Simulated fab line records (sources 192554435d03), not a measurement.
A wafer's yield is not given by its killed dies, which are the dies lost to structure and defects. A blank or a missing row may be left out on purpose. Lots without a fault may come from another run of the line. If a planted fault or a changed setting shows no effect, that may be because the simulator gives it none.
fab line records | flow n5-finfet
[record] lots = 24 wafers = 72 last-day = 18
route steps=1938 shown BEOL_M6@1227 BEOL_M7@1265
lots that met no fault: from a run of the same line without faults
start-h: hours from the record's opening day to when the first of the lot's shown wafers began | wait-h: hours from the lot's prior step to this one | " repeats the value in the row above | L1.1+2: several wafers, shown together as one row | - either no value or no given start | * or withheld: withheld | < > ~ a bound
route shown NAME@n: NAME is a module with steps in the file, n the number in the route of the first one | usual: average and standard deviation across the fault-free wafers | same: alike in all rows | chamber/n: place in a boat | sites: per-site readings | _std_site: the standard deviation of these | _edge_site: outer sites' mean less inner sites' | radius-mm: how far each site lies from the wafer's centre | mask NAME#n: copy n | behind: the tool/chamber that last shaped the wafer | hold: reason for holding the lot/hours on hold/outcome of the hold | device: the transistor (n, p or np) that didn't switch | end of line: the tests these same wafers got at the end of their route | step lacking rows: just its recipe | killed: at the first sort, the dies lost to defects and structure; wafer yield is something else | map: shows each die of a wafer: x if killed, . if not, _ if none is there
set.NAME: the setting the step ran with; set.NAME@STEP: the setting that earlier step ran with | model.NAME: the simulator's own value behind a step, which no gauge read
route steps across a sampled set of lots; one table per step, one row per wafer
services: the hour from which a tool's chamber was out of use, counted from the record's first day as start-h (under 0 if before that day), plus the number of hours and why
[[steps]]
[step N5_BEOL_M6_CD_MEAS_28]
[recipe] target-cd-nm = 40 landing-energy-ev = 500 detector = se-inlens
[usual] cd-nm = 39.98/0.25
// columns lot.wafer tool chamber start-h wait-h cd-nm
L074.1 cd-sem-01 0 212.17 - 39.55
L074.2 " 0 " " 39.36
L074.3 " 0 " " 39.64
L075.1 cd-sem-02 0 212.29 - 39.62
L075.2 " 0 " " 39.68
L075.6 " 0 " " 39.75
L076.1 cd-sem-01 0 215.82 - 40.17
L076.2 " 0 " " 40.12
L076.6 " 0 " " 39.65
L077.1 cd-sem-02 0 215.87 - 40.28
L077.4 " 0 " " 39.85
L077.6 " 0 " " 39.92
L079.3 cd-sem-01 0 225.68 - 39.76
L079.5 " 0 " " 39.61
L079.6 " 0 " " 39.46
L078.2 cd-sem-03 0 225.72 - 39.73
L078.4 " 0 " " 40.07
L078.5 " 0 " " 39.93
L081.1 cd-sem-02 0 240.41 - 39.52
L081.2 " 0 " " 39.99
L081.6 " 0 " " 40.02
L080.2 cd-sem-03 0 242.94 - 39.85
L080.3 " 0 " " 39.96
L080.4 " 0 " " 40.15
L082.1 cd-sem-01 0 249.48 - 40.00
L082.3 " 0 " " 40.07
L082.4 " 0 " " 40.01
L084.3 cd-sem-02 0 251.21 - 40.08
L084.5 " 0 " " 39.93
L084.6 " 0 " " 40.28
L083.1 cd-sem-03 0 259.21 - 40.07
L083.2 " 0 " " 39.82
L083.4 " 0 " " 40.09
L086.1 cd-sem-03 0 276.00 - 39.82
L086.2 " 0 " " 39.60
L086.3 " 0 " " 39.65
L085.3 cd-sem-01 0 295.00 - 39.74
L085.4 " 0 " " 40.26
L085.5 " 0 " " 39.83
L087.2 cd-sem-03 0 301.48 - 39.65
L087.5 " 0 " " 39.78
L087.6 " 0 " " 40.50
L088.2 cd-sem-01 0 306.15 - 40.17
L088.3 " 0 " " 39.74
L088.6 " 0 " " 40.11
L090.1 cd-sem-03 0 306.19 - 40.13
L090.3 " 0 " " 40.15
L090.4 " 0 " " 39.95
L089.2 cd-sem-02 0 309.03 - 40.01
L089.3 " 0 " " 39.87
L089.4 " 0 " " 40.32
L092.2 cd-sem-02 0 321.77 - 40.36
L092.5 " 0 " " 40.40
L092.6 " 0 " " 40.34
L091.3 cd-sem-02 0 325.47 - 39.76
L091.4 " 0 " " 39.50
L091.6 " 0 " " 40.05
L093.1 cd-sem-02 0 330.46 - 39.89
L093.2 " 0 " " 39.96
L093.3 " 0 " " 40.43
L094.2 cd-sem-02 0 330.56 - 40.08
L094.4 " 0 " " 39.72
L094.6 " 0 " " 40.03
L095.3 cd-sem-02 0 338.93 - 40.07
L095.4 " 0 " " 40.19
L095.6 " 0 " " 39.82
L096.1 cd-sem-02 0 343.82 - 40.07
L096.2 " 0 " " 39.99
L096.6 " 0 " " 40.22
L097.1 cd-sem-03 0 348.02 - 40.31
L097.3 " 0 " " 40.60
L097.6 " 0 " " 40.10
[step N5_BEOL_M6_TRENCH_ETCH_37]
[recipe] chemistry = C4F6/O2 target-depth-a = 944.35 target = SiCOH_lowk time-s = 31.5 ion-energy-ev = 250 pressure-mtorr = 30 source-w = 345 bias-w = 185 Ar_flow_sccm = 300 C4F6_flow_sccm = 10 O2_flow_sccm = 10
[usual] drypump-motor-current-A = 5.9/0.34 oes-product-au = 0.75/0.078 rf-vpp-V = 663/16 showerhead-plenum-p-Torr = 2.85/0.087 throttle-valve-pct = 20.89/0.2
// columns lot.wafer tool chamber start-h wait-h drypump-motor-current-A oes-product-au rf-hours-counter-h rf-vpp-V showerhead-plenum-p-Torr throttle-valve-pct
L074.1 rie-diel-03 1 - - 6.1 0.88 23 668 2.92 20.87
L074.2 " 3 " " 6.0 0.81 87 638 3.00 20.61
L074.3 " 2 " " 6.0 0.73 193 698 2.94 20.77
L075.1 rie-diel-02 1 - - 5.3 0.79 133 672 2.73 20.77
L075.2 " 0 " " 5.8 0.71 232 680 2.81 21.20
L075.6 " 1 " " 5.3 0.78 - 670 2.73 20.76
L076.1 rie-diel-04 3 - - 5.3 0.91 28 671 2.77 20.67
L076.2 " 2 " " 6.5 0.71 201 675 2.86 21.31
L076.6 " 0 " " 6.0 0.91 - 676 2.77 20.58
L077.1 rie-diel-02 1 - - 5.3 0.79 134 669 2.73 20.77
L077.4 " 0 " " 5.8 0.70 233 681 2.81 21.21
L077.6 " 3 " " 6.3 0.71 - 655 2.82 20.64
L079.3 rie-diel-03 3 - - 6.1 0.81 92 639 3.00 20.61
L079.5 " 3 " " 6.1 0.80 - 637 3.00 20.62
L079.6 " 0 " " 6.3 0.74 - 649 2.95 21.01
L078.2 rie-diel-02 2 - - 5.7 0.69 201 650 2.94 21.11
L078.4 " 1 " " 5.3 0.78 138 670 2.72 20.78
L078.5 " 2 " " 5.7 0.69 - 650 2.94 21.11
L081.1 rie-diel-02 1 - - 5.3 0.77 144 670 2.72 20.77
L081.2 " 0 " " 5.8 0.70 243 681 2.81 21.20
L081.6 " 3 " " 6.3 0.71 - 656 2.82 20.66
L080.2 rie-diel-02 1 - - 5.4 0.77 145 670 2.72 20.79
L080.3 " 0 " " 5.7 0.71 243 680 2.81 21.20
L080.4 " 2 " " 5.7 0.68 207 649 2.94 21.13
L082.1 rie-diel-02 3 - - 6.3 0.71 211 656 2.82 20.65
L082.3 " 1 " " 5.3 0.77 147 669 2.72 20.79
L082.4 " 2 " " 5.7 0.69 209 650 2.94 21.13
L084.3 rie-diel-03 2 - - 6.0 0.72 204 698 2.94 20.78
L084.5 " 0 " " 6.3 0.72 - 649 2.94 21.03
L084.6 " 1 " " 6.1 0.84 - 668 2.91 20.88
L083.1 rie-diel-02 2 - - 5.8 0.68 212 649 2.94 21.11
L083.2 " 1 " " 5.3 0.77 150 669 2.72 20.79
L083.4 " 3 " " 6.3 0.70 214 655 2.82 20.65
L086.1 rie-diel-02 1 - - 5.3 0.77 157 668 2.72 20.80
L086.2 " 2 " " 5.8 0.67 219 650 2.93 21.14
L086.3 " 3 " " 6.3 0.70 221 655 2.81 20.67
L085.3 rie-diel-02 1 - - 5.3 0.76 166 670 2.71 20.83
L085.4 " 1 " " 5.3 0.77 - 670 2.71 20.81
L085.5 " 0 " " 5.8 1.00 - 680 2.80 20.87
L087.2 rie-diel-04 0 - - 5.9 0.84 54 675 2.76 20.62
L087.5 " 2 " " 6.5 0.68 - 676 2.84 21.34
L087.6 " 3 " " 5.3 0.85 - 670 2.76 20.70
L088.2 rie-diel-04 2 - - 6.5 0.69 227 677 2.84 21.36
L088.3 " 1 " " 5.9 0.80 100 648 2.74 21.00
L088.6 " 2 " " 6.4 0.69 - 675 2.84 21.35
L090.1 rie-diel-02 2 - - 5.7 0.67 228 649 2.93 21.14
L090.3 " 1 " " 5.3 0.76 170 668 2.71 20.83
L090.4 " 0 " " 5.8 0.98 7 679 2.80 20.87
L089.2 rie-diel-02 1 - - 5.3 0.75 172 669 2.71 20.82
L089.3 " 0 " " 5.8 0.98 9 678 2.80 20.87
L089.4 " 2 " " 5.7 0.67 230 649 2.93 21.15
L092.2 rie-diel-03 1 - - 6.1 0.82 62 668 2.90 20.92
L092.5 " 2 " " 6.0 0.69 - 698 2.92 20.79
L092.6 " 1 " " 6.1 0.82 - 667 2.90 20.94
L091.3 rie-diel-03 0 - - 6.3 0.71 218 649 2.93 21.06
L091.4 " 3 " " 6.1 0.77 127 636 2.98 20.67
L091.6 " 2 " " 6.0 0.70 - 696 2.92 20.80
L093.1 rie-diel-03 3 - - 6.1 0.78 129 637 2.98 20.67
L093.2 " 2 " " 6.0 0.70 231 697 2.92 20.83
L093.3 " 1 " " 6.1 0.83 65 666 2.90 20.94
L094.2 rie-diel-02 3 - - 6.3 0.69 241 656 2.80 20.69
L094.4 " 1 " " 5.3 0.75 178 669 2.71 20.83
L094.6 " 3 " " 6.3 0.69 - 654 2.80 20.69
L095.3 rie-diel-03 2 - - 6.0 0.69 233 697 2.92 20.82
L095.4 " 0 " " 6.3 0.72 222 649 2.93 21.07
L095.6 " 3 " " 6.1 0.77 - 638 2.98 20.69
L096.1 rie-diel-03 1 - - 6.1 0.82 70 667 2.90 20.95
L096.2 " 2 " " 6.0 0.70 236 696 2.92 20.83
L096.6 " 3 " " 6.1 0.78 - 637 2.98 20.69
L097.1 rie-diel-02 3 - - 6.2 0.69 246 655 2.80 20.71
L097.3 " 0 " " 5.7 0.95 20 678 2.80 20.90
L097.6 " 0 " " 5.8 0.94 - 679 2.80 20.88
[step N5_BEOL_M6_CURE_75]
[recipe] temp-c = 370 time-s = 120 ambient = DMADMS/He material = SiCOH_lowk
[usual] lamp-power-pct = 52.31/0.056 wafer_temp_C_max = 371.8/0.57
// columns lot.wafer tool chamber start-h wait-h lamp-power-pct wafer_temp_C_max
L074.1 uv-cure-02 0 213.02 0.1 52.30 371.9
L074.2 " 0 " " 52.27 372.0
L074.3 " 0 " " 52.33 371.2
L075.1 uv-cure-02 1 213.62 0.3 52.30 372.4
L075.2 " 1 " " 52.38 372.1
L075.6 " 1 " " 52.37 372.8
L076.1 uv-cure-01 1 216.58 0.0 52.27 370.9
L076.2 " 1 " " 52.18 371.3
L076.6 " 1 " " 52.40 371.2
L077.1 uv-cure-02 2 216.61 0.0 52.22 372.6
L077.4 " 2 " " 52.21 371.4
L077.6 " 2 " " 52.37 371.8
L079.3 uv-cure-03 1 226.52 0.1 52.32 371.3
L079.5 " 1 " " 52.39 371.0
L079.6 " 1 " " 52.29 371.9
L078.2 uv-cure-02 1 226.65 0.1 52.28 372.2
L078.4 " 1 " " 52.37 372.3
L078.5 " 1 " " 52.31 372.1
L081.1 uv-cure-01 2 241.32 0.1 52.31 371.2
L081.2 " 2 " " 52.33 371.5
L081.6 " 2 " " 52.25 371.8
L080.2 uv-cure-01 0 244.22 0.5 52.25 370.9
L080.3 " 0 " " 52.30 371.2
L080.4 " 0 " " 52.24 371.0
L082.1 uv-cure-02 2 250.24 0.0 52.29 372.5
L082.3 " 2 " " 52.27 373.4
L082.4 " 2 " " 52.29 371.5
L084.3 uv-cure-01 2 252.15 0.2 52.30 371.6
L084.5 " 2 " " 52.28 371.4
L084.6 " 2 " " 52.24 371.2
L083.1 uv-cure-01 2 261.08 1.2 52.31 371.5
L083.2 " 2 " " 52.33 371.6
L083.4 " 2 " " 52.26 371.1
L086.1 uv-cure-01 1 276.95 0.0 52.29 371.5
L086.2 " 1 " " 52.29 371.4
L086.3 " 1 " " 52.33 370.8
L085.3 uv-cure-02 1 295.95 0.2 52.32 372.7
L085.4 " 1 " " 52.32 372.1
L085.5 " 1 " " 52.18 372.2
L087.2 uv-cure-01 0 302.27 0.1 52.36 371.8
L087.5 " 0 " " 52.28 371.7
L087.6 " 0 " " 52.23 371.8
L088.2 uv-cure-02 2 306.94 0.1 52.37 372.1
L088.3 " 2 " " 52.26 372.7
L088.6 " 2 " " 52.28 372.1
L090.1 uv-cure-01 0 307.09 0.2 52.27 371.4
L090.3 " 0 " " 52.31 371.5
L090.4 " 0 " " 52.32 371.1
L089.2 uv-cure-01 1 309.99 0.1 52.34 371.3
L089.3 " 1 " " 52.35 371.3
L089.4 " 1 " " 52.26 371.6
L092.2 uv-cure-01 2 322.62 0.1 52.32 371.2
L092.5 " 2 " " 52.39 371.4
L092.6 " 2 " " 52.37 371.2
L091.3 uv-cure-02 2 326.31 0.1 52.27 372.6
L091.4 " 2 " " 52.33 372.3
L091.6 " 2 " " 52.42 371.9
L093.1 uv-cure-01 1 331.63 0.0 52.37 371.5
L093.2 " 1 " " 52.23 371.4
L093.3 " 1 " " 52.30 371.7
L094.2 uv-cure-03 1 331.78 0.1 52.36 371.4
L094.4 " 1 " " 52.31 371.5
L094.6 " 1 " " 52.28 371.4
L095.3 uv-cure-03 2 339.77 0.1 52.34 372.5
L095.4 " 2 " " 52.31 373.2
L095.6 " 2 " " 52.28 372.5
L096.1 uv-cure-02 1 344.99 0.5 52.32 371.8
L096.2 " 1 " " 52.24 372.1
L096.6 " 1 " " 52.20 372.6
L097.1 uv-cure-03 2 349.02 0.1 52.33 373.0
L097.3 " 2 " " 52.46 372.0
L097.6 " 2 " " 52.44 372.3
[step N5_BEOL_M6_ALD_77]
[recipe] material = TaN target-thk-a = 20 temp-c = 275 ald-precursor-family = PDMAT ald-co-reactant = NH3 pressure-torr = 3 carrier-flow-sccm = 1500 pulse-time-s = 2 purge-time-s = 3 co-reactant-purge-time-s = 2 co-reactant-pulse-time-s = 3 ald-cycles = 40 precursor-vessel-temp-c = 75 precursor-vessel-pressure-torr = 26.25 precursor-vessel-carrier-sccm = 1000
[usual] heater-power-w = 413/31
[same] pulse-time-s = 2
// columns lot.wafer tool chamber start-h wait-h heater-power-w
L074.1 ald-metal-03 1 213.44 0.0 380
L074.2 " 3 " " 385
L074.3 " 0 " " 405
L075.1 ald-metal-02 1 214.05 0.0 406
L075.2 " 0 " " 477
L075.6 " 0 " " 480
L076.1 ald-metal-03 2 217.11 0.0 404
L076.2 " 1 " " 373
L076.6 " 1 " " 378
L077.1 ald-metal-02 3 217.15 0.0 417
L077.4 " 0 " " 476
L077.6 " 2 " " 464
L079.3 ald-metal-01 3 226.94 0.0 398
L079.5 " 1 " " 395
L079.6 " 0 " " 418
L078.2 ald-metal-02 2 227.08 0.1 460
L078.4 " 0 " " 488
L078.5 " 0 " " 489
L081.1 ald-metal-01 1 241.82 0.0 393
L081.2 " 3 " " 407
L081.6 " 2 " " 389
L080.2 ald-metal-01 2 244.88 0.3 399
L080.3 " 0 " " 400
L080.4 " 1 " " 397
L082.1 ald-metal-02 0 251.50 0.0 476
L082.3 " 1 " " 402
L082.4 " 3 " " 429
L084.3 ald-metal-03 3 252.72 0.3 377
L084.5 " 0 " " 403
L084.6 " 3 " " 391
L083.1 ald-metal-02 0 262.44 0.0 484
L083.2 " 2 " " 465
L083.4 " 3 " " 429
L086.1 ald-metal-01 1 277.50 0.0 402
L086.2 " 3 " " 410
L086.3 " 2 " " 393
L085.3 ald-metal-01 3 296.52 0.1 404
L085.4 " 1 " " 401
L085.5 " 1 " " 388
L087.2 ald-metal-02 3 302.97 0.0 423
L087.5 " 1 " " 398
L087.6 " 2 " " 461
L088.2 ald-metal-03 2 307.38 0.0 403
L088.3 " 0 " " 405
L088.6 " 3 " " 378
L090.1 ald-metal-01 3 307.51 0.0 414
L090.3 " 0 " " 395
L090.4 " 1 " " 398
L089.2 ald-metal-01 3 312.78 0.0 410
L089.3 " 2 " " 396
L089.4 " 1 " " 397
L092.2 ald-metal-02 2 323.31 0.0 478
L092.5 " 0 " " 480
L092.6 " 1 " " 397
L091.3 ald-metal-03 1 327.13 0.0 376
L091.4 " 3 " " 382
L091.6 " 1 " " 376
L093.1 ald-metal-03 3 332.56 0.0 378
L093.2 " 2 " " 400
L093.3 " 1 " " 374
L094.2 ald-metal-01 2 332.65 0.0 389
L094.4 " 1 " " 397
L094.6 " 1 " " 394
L095.3 ald-metal-02 1 340.70 0.0 397
L095.4 " 0 " " 483
L095.6 " 1 " " 396
L096.1 ald-metal-02 1 345.72 0.0 415
L096.2 " 0 " " 492
L096.6 " 0 " " 470
L097.1 ald-metal-01 2 350.03 0.0 396
L097.3 " 3 " " 402
L097.6 " 1 " " 404
[step N5_BEOL_M6_CMP_52]
[recipe] stop-on = SiCOH_lowk t-overpolish-s = 6.9 down-force-psi = 1 platen-rpm = 50 clearing-platen-down-force-psi = 1.5 clearing-platen-rpm = 50 post-cmp-clean = cu-alkaline target-thk-nm = 80 clearing-platen-pad-velocity-m-s = 0.99484 pad-velocity-m-s = 0.99484
[usual] barrier-field-endpoint-s = 28.6/0.83 clearing-platen-rpm = 49.998/0.026 motor-current-A = 6.1/0.44 overpolish-run-s = 6.899/0.0095 platen-rpm = 50.00/0.031 time-to-endpoint-s = 62/3.2
// columns lot.wafer tool chamber start-h wait-h barrier-field-endpoint-s clearing-platen-rpm motor-current-A overpolish-run-s platen-rpm time-to-endpoint-s
L074.3 cmp-02 2 214.54 0.2 28.0 50.046 6.2 6.909 49.99 61
L074.2 " 3 " " 28.1 49.957 6.0 6.903 50.01 63
L074.1 " 0 " " 30.0 50.024 5.8 6.896 50.04 67
L075.2 cmp-01 0 216.81 0.2 29.6 50.003 5.6 6.898 50.00 65
L075.1 " 1 " " 29.1 49.971 6.7 6.884 49.99 61
L075.6 " 3 " " 30.0 50.030 6.1 6.868 49.97 61
L076.2 cmp-04 3 218.60 0.2 28.7 50.029 5.6 6.898 50.01 63
L076.1 " 1 " " 29.5 50.039 5.5 6.891 50.05 68
L076.6 " 0 " " 29.0 49.992 6.2 6.910 50.02 63
L077.1 cmp-01 3 218.63 0.3 29.4 50.005 5.9 6.898 49.98 64
L077.4 " 2 " " 27.9 50.008 6.3 6.908 50.01 64
L077.6 " 0 " " 28.9 50.022 6.0 6.887 50.02 63
L079.3 cmp-02 0 229.93 0.2 28.9 49.921 5.9 6.899 50.00 62
L079.6 " 0 " " 30.0 49.978 5.7 6.891 49.99 66
L079.5 " 1 " " 27.8 49.984 5.1 6.918 50.01 61
L078.4 cmp-01 3 230.24 0.2 27.2 50.002 5.8 6.889 49.99 60
L078.2 " 0 " " 27.8 49.986 6.2 6.890 49.97 62
L078.5 " 3 " " 26.6 49.998 6.1 6.900 49.98 60
L081.2 cmp-01 1 243.35 0.2 27.6 50.003 6.7 6.904 50.01 57
L081.1 " 3 " " 27.6 49.990 5.7 6.896 50.01 61
L081.6 " 2 " " 28.1 49.996 5.9 6.916 50.02 59
L080.2 cmp-02 2 247.05 0.3 28.8 49.952 6.5 6.900 50.04 61
L080.3 " 3 " " 30.8 49.986 6.4 6.905 50.04 66
L080.4 " 0 " " 30.8 50.017 5.9 6.890 49.97 67
L082.4 cmp-01 2 252.54 0.1 28.5 50.025 6.1 6.918 49.98 56
L082.3 " 0 " " 28.4 49.974 6.2 6.896 50.03 61
L082.1 " 1 " " 28.4 50.014 6.8 6.903 50.02 60
L084.3 cmp-01 3 254.37 0.3 27.7 49.992 6.2 6.897 49.98 60
L084.6 " 0 " " 28.8 49.973 6.4 6.879 49.98 63
L084.5 " 1 " " 28.6 49.949 6.8 6.906 50.03 58
L083.4 cmp-01 1 263.77 0.2 28.7 49.990 6.9 6.896 50.00 60
L083.1 " 2 " " 28.6 49.981 6.0 6.894 50.00 58
L083.2 " 3 " " 28.6 50.030 6.3 6.904 49.97 61
L086.1 cmp-01 1 279.73 0.3 28.9 50.022 6.5 6.914 49.98 64
L086.2 " 3 " " 29.3 49.982 6.2 6.894 50.03 61
L086.3 " 0 " " 28.3 49.989 5.7 6.903 50.01 61
L085.3 cmp-02 2 297.75 0.2 28.5 49.991 6.5 6.890 50.02 61
L085.4 " 3 " " 29.3 50.019 6.2 6.896 50.02 66
L085.5 " 2 " " 29.5 49.975 6.2 6.881 49.98 63
L087.2 cmp-04 2 304.08 0.3 28.5 50.023 6.7 6.894 50.00 67
L087.5 " 0 " " 28.1 50.007 5.7 6.897 50.06 61
L087.6 " 1 " " 29.6 49.984 5.6 6.904 50.01 68
L088.2 cmp-01 2 308.63 0.2 27.3 50.027 6.4 6.908 50.02 61
L088.3 " 3 " " 28.2 50.009 5.8 6.900 50.05 63
L088.6 " 2 " " 28.2 50.002 6.1 6.884 50.00 63
L090.4 cmp-02 2 308.83 0.1 29.2 49.982 6.4 6.902 50.02 60
L090.1 " 3 " " 29.7 50.020 6.3 6.891 49.99 65
L090.3 " 1 " " 28.8 49.973 5.1 6.899 50.03 60
L089.2 cmp-02 0 313.89 0.2 28.7 50.007 5.8 6.893 49.98 62
L089.4 " 2 " " 28.7 49.965 6.5 6.894 50.01 61
L089.3 " 3 " " 28.0 50.022 6.4 6.909 50.00 63
L092.2 cmp-04 0 326.31 0.3 28.3 49.961 6.2 6.886 49.99 64
L092.6 " 2 " " 29.8 50.034 6.6 6.895 49.99 68
L092.5 " 3 " " 29.2 50.024 5.9 6.911 50.03 64
L091.4 cmp-02 2 328.38 0.1 27.9 49.988 6.1 6.898 50.01 57
L091.3 " 0 " " 27.5 49.995 6.0 6.887 49.98 62
L091.6 " 3 " " 28.0 50.006 6.3 6.907 50.00 56
L093.2 cmp-01 1 333.71 0.2 28.1 50.008 6.6 6.902 49.97 61
L093.1 " 2 " " 27.8 49.968 6.3 6.909 49.99 62
L093.3 " 0 " " 27.9 50.017 6.0 6.918 49.93 61
L094.4 cmp-02 0 333.78 0.2 29.3 49.992 5.8 6.906 50.01 65
L094.2 " 1 " " 27.5 49.962 5.0 6.888 50.02 62
L094.6 " 3 " " 28.3 50.020 6.1 6.900 50.01 59
L095.3 cmp-04 2 341.92 0.2 30.2 50.002 6.6 6.905 50.00 67
L095.4 " 1 " " 30.1 50.005 5.2 6.892 50.09 67
L095.6 " 3 " " 29.4 50.034 5.8 6.897 49.93 62
L096.2 cmp-01 3 347.38 0.3 29.2 50.003 5.9 6.909 50.00 62
L096.1 " 1 " " 29.3 49.981 6.5 6.883 50.04 60
L096.6 " 2 " " 28.6 49.980 6.2 6.904 50.05 56
L097.3 cmp-01 0 352.15 0.5 28.2 49.996 6.1 6.910 50.05 61
L097.1 " 2 " " 27.4 49.964 6.2 6.889 50.01 56
L097.6 " 0 " " 28.9 50.009 6.1 6.887 50.07 61
[step N5_BEOL_M7_THK_MEAS_01]
[recipe] reads = SiCOH_lowk_of_BEOL_M7_ILD_DEP_00
[usual] M7_ILD_THK = 154.3/1.8
// columns lot.wafer tool chamber start-h wait-h M7_ILD_THK[nm]
L074.1 film-metro-02 - 216.09 0.8 152.8
L074.2 " - " " 152.2
L074.3 " - " " 153.6
L075.1 film-metro-01 - 217.84 0.4 153.7
L075.2 " - " " 153.9
L075.6 " - " " 157.6
L076.1 film-metro-01 - 219.66 0.4 153.2
L076.2 " - " " 153.4
L076.6 " - " " 154.5
L077.1 film-metro-02 - 219.73 0.4 154.2
L077.4 " - " " 155.0
L077.6 " - " " 156.2
L079.3 film-metro-01 - 231.50 0.5 154.3
L079.5 " - " " 152.9
L079.6 " - " " 156.4
L078.2 film-metro-02 - 231.58 0.4 152.7
L078.4 " - " " 156.0
L078.5 " - " " 156.5
L081.1 film-metro-02 - 244.74 0.4 152.4
L081.2 " - " " 153.6
L081.6 " - " " 154.3
L080.2 film-metro-02 - 248.15 0.4 152.0
L080.3 " - " " 152.4
L080.4 " - " " 154.1
L082.1 film-metro-02 - 253.61 0.4 151.6
L082.3 " - " " 150.7
L082.4 " - " " 152.8
L084.3 film-metro-02 - 255.33 0.3 151.7
L084.5 " - " " 155.5
L084.6 " - " " 154.1
L083.1 film-metro-02 - 264.85 0.4 153.7
L083.2 " - " " 152.9
L083.4 " - " " 154.4
L086.1 film-metro-02 - 280.80 0.4 153.9
L086.2 " - " " 152.9
L086.3 " - " " 154.7
L085.3 film-metro-01 - 299.31 0.5 155.4
L085.4 " - " " 156.7
L085.5 " - " " 157.1
L087.2 film-metro-02 - 305.07 0.4 154.7
L087.5 " - " " 155.1
L087.6 " - " " 153.9
L088.2 film-metro-02 - 309.72 0.4 152.6
L088.3 " - " " 154.9
L088.6 " - " " 154.9
L090.1 film-metro-01 - 309.92 0.4 150.0
L090.3 " - " " 151.8
L090.4 " - " " 153.7
L089.2 film-metro-02 - 314.96 0.4 153.9
L089.3 " - " " 154.9
L089.4 " - " " 156.1
L092.2 film-metro-01 - 327.30 0.4 152.9
L092.5 " - " " 156.8
L092.6 " - " " 154.6
L091.3 film-metro-01 - 329.93 0.5 150.5
L091.4 " - " " 153.7
L091.6 " - " " 155.6
L093.1 film-metro-01 - 334.78 0.4 151.7
L093.2 " - " " 153.3
L093.3 " - " " 154.6
L094.2 film-metro-01 - 335.67 0.7 152.8
L094.4 " - " " 155.3
L094.6 " - " " 156.3
L095.3 film-metro-02 - 342.99 0.3 155.8
L095.4 " - " " 157.6
L095.6 " - " " 156.1
L096.1 film-metro-02 - 348.45 0.4 152.5
L096.2 " - " " 151.5
L096.6 " - " " 157.7
L097.1 film-metro-01 - 353.23 0.4 151.3
L097.3 " - " " 150.4
L097.6 " - " " 153.6
[[services]]
// columns tool chamber start-h hours kind
rie-diel-03 0 194.66 6.5 repair
uv-cure-01 - 197.17 1.0 pm
ald-metal-02 - 197.38 3.1 repair
uv-cure-01 - 201.62 2.9 repair
uv-cure-02 - 209.60 3.4 pm
rie-diel-03 2 220.87 7.1 repair
cmp-02 - 223.24 4.0 pm
cmp-04 - 229.39 1.3 repair
uv-cure-01 - 231.89 0.6 repair
uv-cure-03 - 232.91 19.3 repair
cmp-02 - 237.53 0.7 repair
cmp-01 - 256.55 6.9 pm
ald-metal-02 0 265.55 3.8 repair
ald-metal-01 2 279.26 3.6 repair
ald-metal-03 - 280.11 2.8 pm
rie-diel-03 - 288.99 0.2 repair
rie-diel-02 2 291.05 9.1 repair
cmp-01 - 301.67 0.4 repair
ald-metal-03 2 310.80 16.9 repair
cmp-01 - 315.33 5.4 pm
cmp-01 - 325.12 3.0 repair
cmp-01 - 334.12 1.2 repair
ald-metal-03 - 337.25 14.0 pm
uv-cure-01 - 352.12 7.4 repair
[[key]]
fault none
